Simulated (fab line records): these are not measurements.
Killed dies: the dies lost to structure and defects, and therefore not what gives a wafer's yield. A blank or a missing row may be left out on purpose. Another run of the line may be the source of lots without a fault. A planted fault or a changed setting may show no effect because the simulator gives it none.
What tool caused it? | flow nand harc | 39 wafers from 13 lots sampled at 5 of the route's 1302 steps

## WHAT THE GAUGES SHOWED, per wafer
NHARC_END_SORT_01. Usual: killed at array 56, standard deviation 17; killed at other 1.2, standard deviation 1.4; killed at periphery 4, standard deviation 3.2; killed dies 61, standard deviation 16; killed open 3.6, standard deviation 2.1; killed short 2.7, standard deviation 1.8.
lot  | measured     | on        | killed at array | killed at other | killed at periphery | killed dies | killed open | killed short | flag
L679 | day 24 09:07 | prober-01 | 41 40 40        | 0 0 0           | 8 3 6               | 49 43 46    | 3 3 5       | 2 0 5        |
L680 | day 24 19:37 | prober-01 | 49 34 44        | 0 1 1           | 3 0 2               | 52 35 47    | 7 2 4       | 4 4 2        |
L682 | day 25 17:55 | prober-02 | 58 45 40        | 2 2 4           | 3 4 4               | 63 51 48    | 2 2 4       | 5 2 3        |
L685 | day 26 04:04 | prober-01 | 71 71 57        | 2 0 2           | 6 3 3               | 79 74 62    | 2 1 2       | 5 2 3        |
L683 | day 26 11:51 | prober-01 | 60 71 74        | 0 0 0           | 4 3 2               | 64 74 76    | 3 6 4       | 2 1 5        |
L690 | day 29 12:08 | prober-01 | 151 129 136     | 0 2 0           | 4 3 2               | 155 134 138 | 5 1 4       | 2 3 2        | OFF
L691 | day 30 10:35 | prober-02 | 154 107 156     | 0 1 0           | 5 3 2               | 159 111 158 | 2 3 5       | 6 1 2        | OFF
L695 | day 31 02:25 | prober-02 | 69 66 81        | 5 3 1           | 1 4 2               | 75 73 84    | 0 2 4       | 0 2 2        |
L697 | day 31 19:13 | prober-01 | 74 87 74        | 0 0 0           | 8 3 14              | 82 90 88    | 3 2 0       | 4 1 4        |
L696 | day 31 17:58 | prober-02 | 51 43 67        | 0 0 0           | 2 2 4               | 53 45 71    | 3 1 4       | 6 2 6        |
L699 | day 32 20:02 | prober-01 | 87 82 85        | 2 3 0           | 1 1 3               | 90 86 88    | 2 2 3       | 1 2 2        |
L700 | day 33 06:17 | prober-02 | 56 36 45        | 3 2 6           | 9 4 6               | 68 42 57    | 7 3 4       | 3 2 4        |
L702 | day 35 05:52 | prober-02 | 46 40 60        | 6 1 2           | 16 9 10             | 68 50 72    | 3 3 4       | 2 2 3        |

## TOOL THAT RAN EACH LOT (tool first, then ch and the chambers of the sampled wafers, then the start)
lot  | NHARC_A_CONTACT_ETCH_31            | NHARC_THIN_TSV_PRE_CLEAN_50             | NHARC_THIN_TSV_PVD_51                   | NHARC_THIN_TSV_ETCH_36
L679 | rie diel-03 ch 0,1, day 22 04:21   | pvd sputter-01, day 23 23:05 or earlier | pvd sputter-01, day 23 23:05 or earlier | rie metal-01 ch 0,1, day 23 23:05
L680 | rie diel-03 ch 1,2,3, day 22 20:05 | pvd sputter-01, day 24 11:30 or earlier | pvd sputter-01, day 24 11:30 or earlier | rie metal-03 ch 0,1, day 24 11:30
L682 | rie diel-03 ch 1,3, day 23 14:13   | pvd sputter-01, day 25 09:20 or earlier | pvd sputter-01, day 25 09:20 or earlier | rie metal-01 ch 0, day 25 09:20
L685 | rie diel-03 ch 0,1,3, day 24 03:22 | pvd sputter-02, day 25 18:47 or earlier | pvd sputter-02, day 25 18:47 or earlier | rie metal-01 ch 0,1, day 25 18:47
L683 | rie diel-08 ch 1,2,3, day 24 06:41 | pvd sputter-02, day 26 00:11 or earlier | pvd sputter-02, day 26 00:11 or earlier | rie metal-02 ch 0,1, day 26 00:11
L690 | rie diel-03 ch 0,1,2, day 27 11:11 | pvd sputter-01, day 29 03:40 or earlier | pvd sputter-01, day 29 03:40 or earlier | rie metal-03 ch 0,1, day 29 03:40
L691 | rie diel-03 ch 1,2,3, day 27 22:17 | pvd sputter-02, day 30 01:54 or earlier | pvd sputter-02, day 30 01:54 or earlier | rie metal-01 ch 0,1, day 30 01:54
L695 | rie diel-12 ch 0,1,3, day 29 00:25 | pvd sputter-02, day 30 13:14            | pvd sputter-02, day 30 16:59 or earlier | rie metal-03 ch 0,1, day 30 16:59
L697 | rie diel-12 ch 0,2, day 29 16:10   | pvd sputter-03, day 31 08:11 or earlier | pvd sputter-03, day 31 08:11 or earlier | rie metal-02 ch 0,1, day 31 08:11
L696 | rie diel-12 ch 0,1,2, day 29 17:40 | pvd sputter-01, day 31 09:26 or earlier | pvd sputter-01, day 31 09:26 or earlier | rie metal-02 ch 0, day 31 09:26
L699 | rie diel-08 ch 1,3, day 30 12:54   | pvd sputter-01, day 32 09:16 or earlier | pvd sputter-01, day 32 09:16 or earlier | rie metal-03 ch 1, day 32 09:16
L700 | rie diel-12 ch 0,3, day 31 00:52   | pvd sputter-01, day 32 19:36 or earlier | pvd sputter-01, day 32 19:36 or earlier | rie metal-03 ch 0, day 32 19:36
L702 | rie diel-03 ch 2,3, day 33 02:35   | pvd sputter-01, day 34 20:32 or earlier | pvd sputter-01, day 34 20:32 or earlier | rie metal-03 ch 0,1, day 34 20:32
- NHARC_A_CONTACT_ETCH_31: etches the open film in O2/COS, target depth 2800 nm, time 728 s.
- NHARC_THIN_TSV_PRE_CLEAN_50: time 30 s.
- NHARC_THIN_TSV_PVD_51: deposits Cu, target thk 100 nm.
- NHARC_THIN_TSV_ETCH_36: etches the open film in Cl2/BCl3, target depth 65 nm, time 18.571 s.

## WHAT THE TOOLS THEMSELVES READ (means of the sampled wafers that have a number; where no wafer has one, the mark that the record gives instead)
NHARC_A_CONTACT_ETCH_31. Usual: cos flow sccm 19.99 sccm, standard deviation 0.07; drypump motor current A 5.7 A, standard deviation 0.33; oes product au 1.002 a.u., standard deviation 0.012; rf vpp V 313.3 V, standard deviation 2.1; showerhead plenum p Torr 3.07 Torr, standard deviation 0.13; throttle valve pct 28.330 %, standard deviation 0.0086.
lot  | tool        | cos flow sccm (sccm) | drypump motor current A (A) | oes product au (a.u.) | rf vpp V (V) | showerhead plenum p Torr (Torr) | throttle valve pct (%) | flag
L679 | rie diel-03 | 19.96                | 5.3                         | 1.015                 | 312.4        | 2.99                            | 28.332                 |
L680 | rie diel-03 | 20.00                | 5.4                         | 0.998                 | 313.2        | 3.10                            | 28.328                 |
L682 | rie diel-03 | 20.09                | 5.2                         | 0.998                 | 315.7        | 3.21                            | 28.330                 |
L685 | rie diel-03 | 20.03                | 5.4                         | 1.008                 | 313.7        | 3.08                            | 28.336                 |
L683 | rie diel-08 | 20.00                | 5.9                         | 0.991                 | 314.8        | 3.13                            | 28.330                 |
L690 | rie diel-03 | 20.02                | 5.6                         | 1.002                 | 311.8        | 2.97                            | 28.322                 |
L691 | rie diel-03 | 19.93                | 5.4                         | 0.999                 | 314.3        | 3.09                            | 28.327                 |
L695 | rie diel-12 | 20.01                | 5.8                         | 1.007                 | 312.9        | 3.05                            | 28.331                 |
L697 | rie diel-12 | 19.98                | 5.8                         | 1.009                 | 312.7        | 3.05                            | 28.325                 |
L696 | rie diel-12 | 20.05                | 5.7                         | 1.000                 | 312.9        | 3.04                            | 28.328                 |
L699 | rie diel-08 | 20.06                | 6.0                         | 0.993                 | 314.0        | 3.12                            | 28.330                 |
L700 | rie diel-12 | 19.99                | 6.0                         | 1.002                 | 314.5        | 3.10                            | 28.333                 |
L702 | rie diel-03 | 19.98                | 5.4                         | 0.987                 | 315.3        | 3.18                            | 28.333                 |

NHARC_THIN_TSV_PRE_CLEAN_50. Usual: heater power w 406 W, standard deviation 38; susceptor temp C 280.01 C, standard deviation 0.19.
lot  | tool           | heater power w (W) | susceptor temp C (C) | flag
L679 | pvd sputter-01 | 368                | 279.96               |
L680 | pvd sputter-01 | 388                | -                    | OFF
L682 | pvd sputter-01 | 365                | 280.02               |
L685 | pvd sputter-02 | 440                | 279.97               |
L683 | pvd sputter-02 | 435                | 280.18               |
L690 | pvd sputter-01 | 366                | 280.11               |
L691 | pvd sputter-02 | 447                | 279.95               |
L695 | pvd sputter-02 | 447                | 280.14               |
L697 | pvd sputter-03 | 389                | 279.79               |
L696 | pvd sputter-01 | 405                | 279.98               |
L699 | pvd sputter-01 | 387                | 280.04               |
L700 | pvd sputter-01 | 374                | 280.01               |
L702 | pvd sputter-01 | 409                | 280.19               |

NHARC_THIN_TSV_PVD_51. Usual: throttle valve pct at 29.9 %, with a standard deviation of 0.84.
lot  | tool           | throttle valve pct (%) | flag
L679 | pvd sputter-01 | 30.2                   |
L680 | pvd sputter-01 | 30.2                   |
L682 | pvd sputter-01 | 29.9                   |
L685 | pvd sputter-02 | 30.2                   |
L683 | pvd sputter-02 | 29.6                   |
L690 | pvd sputter-01 | 29.4                   |
L691 | pvd sputter-02 | 29.7                   |
L695 | pvd sputter-02 | 29.5                   |
L697 | pvd sputter-03 | 30.3                   |
L696 | pvd sputter-01 | 29.0                   |
L699 | pvd sputter-01 | 29.8                   |
L700 | pvd sputter-01 | 29.5                   |
L702 | pvd sputter-01 | 30.1                   |

NHARC_THIN_TSV_ETCH_36. Usual: drypump motor current A 5.8 A, standard deviation 0.62; oes product au 0.999 a.u., standard deviation 0.0095.
lot  | tool         | drypump motor current A (A) | oes product au (a.u.) | flag
L679 | rie metal-01 | 5.7                         | 0.990                 |
L680 | rie metal-03 | 6.4                         | 1.002                 |
L682 | rie metal-01 | 6.2                         | 0.996                 |
L685 | rie metal-01 | 5.3                         | 1.006                 |
L683 | rie metal-02 | 5.6                         | 1.006                 |
L690 | rie metal-03 | 6.4                         | 0.998                 |
L691 | rie metal-01 | 5.3                         | 0.996                 |
L695 | rie metal-03 | 6.4                         | 1.001                 |
L697 | rie metal-02 | 5.6                         | 0.998                 |
L696 | rie metal-02 | 5.7                         | 1.001                 |
L699 | rie metal-03 | 6.3                         | 0.991                 |
L700 | rie metal-03 | 6.4                         | 1.001                 |
L702 | rie metal-03 | 6.4                         | 1.003                 |

## THE ANSWER, worked out from the rows above alone
Rule: a lot counts as off when the mean over its wafers that have a number is more than 3 standard deviations away from the usual mean. Also off: a lot with no number at a reading for which 4 or more lots have one. All remaining lots with rows at the step are treated as sound. First the gauges in route order, then the tools' own readings, where a lot's mean is used as printed above. The first step at which some lot is off is used, and at that step the reading that is off furthest; a lot without a number counts as furthest.
Off: L690, L691 (NHARC_END_SORT_01, killed dies).
If a tool, at a process step before that reading, ran all the lots that are off and no sound lot after the first of them, it fits. The gauges at NHARC_END_SORT_01 are tried like those tools. With no start given for some of its lots, NHARC_THIN_TSV_PRE_CLEAN_50 uses the hours and lot order of NHARC_THIN_TSV_ETCH_36. With no start given for some of its lots, NHARC_THIN_TSV_PVD_51 uses the hours and lot order of NHARC_THIN_TSV_ETCH_36. Not one of the candidates tried fits.

## WHAT THE SIMULATOR HAD INSERTED
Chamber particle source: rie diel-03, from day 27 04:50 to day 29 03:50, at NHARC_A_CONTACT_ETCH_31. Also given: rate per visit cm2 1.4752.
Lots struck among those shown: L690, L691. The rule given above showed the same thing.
